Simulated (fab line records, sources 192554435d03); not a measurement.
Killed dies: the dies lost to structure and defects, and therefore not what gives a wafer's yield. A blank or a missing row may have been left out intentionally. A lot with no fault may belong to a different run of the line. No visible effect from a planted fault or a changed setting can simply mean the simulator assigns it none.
Which tool is to blame? ; flow n5Finfet ; 10 lots with 29 wafers sampled at 4 steps, on a route of 1938 steps

WHAT EACH GAUGE READ, for each wafer
N5_BEOL_M7_OCD_MEAS_38. Usual: 93.2 nm for trenchDepthNm, sd 1.5.
lot;measured;on;trenchDepthNm (nm);flag
L275;day 10 05:20;ocd-02;91.4 92.0 93.0;
L278;day 10 14:02;ocd-01;94.1 95.3 94.6;
L280;day 11 14:47;ocd-02;93.8 93.3 91.1;
L285;day 12 09:01;ocd-02;90.6 93.7 91.8;
L287;day 12 16:07;ocd-01;94.6 91.5 91.4;
L288;day 12 18:08;ocd-02;94.3 93.5 91.4;
L292;day 14 00:48;ocd-02;95.2 91.9;
L293;day 14 01:05;ocd-02;92.7 94.5 93.2;
L294;day 14 13:52;ocd-02;92.1 91.6 92.6;
L295;day 14 15:52;ocd-02;92.9 90.9 91.8;

WHAT TOOL EACH LOT RAN ON (gives the tool, then ch and the chambers of the sampled wafers, and finally the start)
lot;N5_BEOL_M7_DESCUM_16;N5_BEOL_M7_ETCH_62;N5_BEOL_M7_VIA_ETCH_34
L275;rieDiel-02 ch 0,1,3, day 10 02:33;rieDiel-02 ch 0,1,3, day 10 02:39;rieDiel-06 ch 0,1,2, day 10 05:05
L278;rieDiel-02 ch 0,1,3, day 10 11:37;rieDiel-02 ch 0,1,3, day 10 11:43;rieDiel-02 ch 0,3, day 10 13:47
L280;rieDiel-05 ch 1,2, day 11 13:23;rieDiel-05 ch 1,2, day 11 13:28;rieDiel-06 ch 0,1,3, day 11 14:32
L285;rieDiel-06 ch 0,3, day 12 07:07;rieDiel-06 ch 0,3, day 12 07:12;rieDiel-06 ch 1,2,3, day 12 08:46
L287;rieDiel-06 ch 0,2,3, day 12 13:32;rieDiel-06 ch 0,2,3, day 12 13:38;rieDiel-02 ch 1,2,3, day 12 15:52
L288;rieDiel-05 ch 0,1,3, day 12 16:38;rieDiel-05 ch 0,1,3, day 12 16:43;rieDiel-02 ch 0,1,3, day 12 17:53
L292;rieDiel-05 ch 2,3, day 13 22:59;rieDiel-05 ch 2,3, day 13 23:05;rieDiel-02 ch 1,3, day 14 00:33
L293;rieDiel-02 ch 0,3, day 13 23:16;rieDiel-02 ch 0,3, day 13 23:22;rieDiel-05 ch 1,2, day 14 00:50
L294;rieDiel-05 ch 1,2, day 14 10:28;rieDiel-05 ch 1,2, day 14 10:34;rieDiel-06 ch 2,3, day 14 13:37
L295;rieDiel-05 ch 2,3, day 14 14:20;rieDiel-05 ch 2,3, day 14 14:26;rieDiel-06 ch 0,1,2, day 14 15:37
- N5_BEOL_M7_DESCUM_16: chemistry O2, time 7.9 s.
- N5_BEOL_M7_ETCH_62: etches SOC in N2/H2, target depth 110 nm, overetch 22 nm, time 165 s.
- N5_BEOL_M7_VIA_ETCH_34: etches SiCOH lowk in C4F6/O2, target depth 125.5 nm, time 50.5 s.

AS READ BY THE TOOLS THEMSELVES (means over the sampled wafers that have a number; for cases with no such wafer, the mark the record gives instead)
N5_BEOL_M7_DESCUM_16. Usual: drypumpMotorCurrentA 5.7 A, standard deviation 0.44; oesProductAu 0.81 a.u., standard deviation 0.088; rfVppV 243.8 V, standard deviation 1.5; showerheadPlenumPTorr 2.12 Torr, standard deviation 0.073; throttleValvePct 20.45 %, standard deviation 0.23.
lot;tool;drypumpMotorCurrentA (A);oesProductAu (a.u.);rfVppV (V);showerheadPlenumPTorr (Torr);throttleValvePct (%);flag
L275;rieDiel-02;5.7;0.85;244.4;2.18;20.43;
L278;rieDiel-02;5.7;0.85;244.4;2.18;20.44;
L280;rieDiel-05;5.5;0.72;243.1;2.10;20.73;
L285;rieDiel-06;6.0;0.81;242.2;2.08;20.21;
L287;rieDiel-06;6.2;0.79;242.8;2.07;20.38;
L288;rieDiel-05;5.7;0.85;244.5;2.15;20.36;
L292;rieDiel-05;5.6;0.80;244.2;2.15;20.59;
L293;rieDiel-02;6.1;0.86;244.5;2.16;20.37;
L294;rieDiel-05;5.6;0.70;243.4;2.09;20.77;
L295;rieDiel-05;5.6;0.82;244.2;2.17;20.52;

N5_BEOL_M7_ETCH_62. Usual: value, then standard deviation, for each; biasW 150.0 W / 0.46; drypumpMotorCurrentA 5.7 A / 0.45; h2FlowSccm 200.0 sccm / 0.61; oesProductAu 0.69 a.u. / 0.069; rfVppV 524.9 V / 2.6; showerheadPlenumPTorr 2.58 Torr / 0.088; throttleValvePct 17.88 % / 0.29.
lot;tool;biasW (W);drypumpMotorCurrentA (A);h2FlowSccm (sccm);oesProductAu (a.u.);rfVppV (V);showerheadPlenumPTorr (Torr);throttleValvePct (%);flag
L275;rieDiel-02;149.9;5.7;200.0;0.71;527.5;2.65;17.84;
L278;rieDiel-02;149.7;5.8;199.9;0.71;525.8;2.65;17.85;
L280;rieDiel-05;150.1;5.6;199.2;0.62;524.9;2.56;18.25;
L285;rieDiel-06;150.3;6.1;199.6;0.69;524.5;2.54;17.68;
L287;rieDiel-06;150.3;6.3;199.9;0.67;522.7;2.52;17.76;
L288;rieDiel-05;150.4;5.8;199.7;0.71;526.0;2.61;17.81;
L292;rieDiel-05;149.9;5.6;200.2;0.68;525.0;2.61;18.03;
L293;rieDiel-02;149.7;6.1;200.6;0.72;526.5;2.62;17.67;
L294;rieDiel-05;150.3;5.5;200.1;0.60;523.8;2.55;18.28;
L295;rieDiel-05;150.1;5.6;199.5;0.69;526.2;2.64;17.97;

N5_BEOL_M7_VIA_ETCH_34. Usual: value, then standard deviation, for each; biasW 185.0 W / 0.55; drypumpMotorCurrentA 5.8 A / 0.54; oesProductAu 0.80 a.u. / 0.078; rfVppV 662 V / 4.3; runLengthS 73.9 s / 0.48; showerheadPlenumPTorr 2.87 Torr / 0.095; throttleValvePct 20.91 % / 0.23.
lot;tool;biasW (W);drypumpMotorCurrentA (A);oesProductAu (a.u.);rfVppV (V);runLengthS (s);showerheadPlenumPTorr (Torr);throttleValvePct (%);flag
L275;rieDiel-06;185.3;5.9;0.77;664;73.5;2.82;20.85;
L278;rieDiel-02;184.6;6.0;0.90;664;73.8;2.94;20.77;
L280;rieDiel-06;185.1;5.9;0.79;661;73.7;2.78;20.81;
L285;rieDiel-06;185.5;6.2;0.75;663;74.0;2.77;20.96;
L287;rieDiel-02;184.8;5.7;0.79;661;74.2;2.86;20.78;
L288;rieDiel-02;185.2;5.7;0.81;661;79.7;2.94;20.91;OFF
L292;rieDiel-02;184.7;6.0;0.78;662;82.8;2.91;20.80;OFF
L293;rieDiel-05;184.7;5.7;0.71;661;73.7;2.89;21.19;
L294;rieDiel-06;185.0;6.5;0.75;663;74.3;2.81;21.02;
L295;rieDiel-06;184.9;5.9;0.75;663;73.7;2.81;20.90;

THE ANSWER, worked out from the rows above alone
Rule: a lot is off if the mean of its wafers that have a number lies more than 3 standard deviations from the usual mean. A lot without any number at a reading at which 4 lots or more have one is off too. The other lots that the step has rows for count as sound. The gauges are gone through in route order, then the tools' own readings, and for those a lot's mean is taken as printed above. At the first step where some lot is off, the reading lying furthest off is the one used; lots without a number count as furthest.
Off: L288, L292, at N5_BEOL_M7_VIA_ETCH_34 (runLengthS).
A tool fits if, at that step or a process step before it, it ran every lot that is off, and no sound lot after the first of them. One fits: N5_BEOL_M7_VIA_ETCH_34 on rieDiel-02. Its last sound lot is L287 (day 12 15:52), its first lot that is off L288 (day 12 17:53): a fault that began between those two fits.
On the lots that are off, the tool's own readings at N5_BEOL_M7_VIA_ETCH_34 differ by more than 5 times the standard deviation of the sound lots' means, which bears it out; runLengthS reads 81.2 s there versus 73.9 s on the sound lots.

WHAT THE SIMULATOR HAD INSERTED
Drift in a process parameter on rieDiel-02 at N5_BEOL_M7_VIA_ETCH_34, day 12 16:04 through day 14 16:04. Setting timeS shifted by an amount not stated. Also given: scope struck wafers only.
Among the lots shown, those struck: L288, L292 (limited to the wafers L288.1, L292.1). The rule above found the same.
